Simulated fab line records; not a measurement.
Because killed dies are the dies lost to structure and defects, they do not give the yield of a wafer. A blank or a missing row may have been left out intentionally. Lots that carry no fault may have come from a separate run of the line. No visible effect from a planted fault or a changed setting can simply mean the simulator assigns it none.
Chamber matching | flow nand harc | 3 sister chambers for NHARC_P_M1_DEP_33 on pecvd-01
The step deposits SiCN, target thk 30 nm. 6 wafers are shown with their chamber, then 7 later ones without.

== EACH WAFER AND ITS CHAMBER ==
wafer  | chamber | heater power outer w (W) | heater power w (W)
L084.6 | 0       | 418                      | 619
L090.3 | 2       | 259                      | 483
L090.4 | 2       | 275                      | 485
L090.6 | 1       | 303                      | 539
L091.1 | 1       | 345                      | 590
L091.3 | 0       | 402                      | 602

== WAFERS WITH NO CHAMBER GIVEN ==
wafer  | heater power outer w (W) | heater power w (W)
L091.5 | 396                      | 599
L095.4 | 261                      | 461
L095.5 | 312                      | 571
L095.6 | 453                      | 674
L097.3 | 434                      | 655
L097.4 | 448                      | 643
L097.5 | 336                      | 568

== EACH ONE'S CHAMBER ==
wafer  | from the rows above | in truth
L091.5 | 0                   | 0
L095.4 | 2                   | 2
L095.5 | 1                   | 1
L095.6 | 0                   | 0
L097.3 | 0                   | 0
L097.4 | 0                   | 0
L097.5 | 1                   | 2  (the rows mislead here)
Placed correctly: 6 of 7. From these rows, 0 cannot be placed. Placed wrongly: 1.
How it was worked out, from the rows above alone: a wafer's distance from a chamber is the root of the sum, over the readings, of the square of ((its reading less the chamber's mean) divided by the reading's scatter). The wafer belongs to the nearest chamber; if the next one is less than 2 further off, it can't be placed. A chamber's mean is the mean of its shown wafers. The scatter: take each reading less its chamber's mean, square it, sum over the shown wafers, divide by the number of wafers less the number of chambers, and take the root.
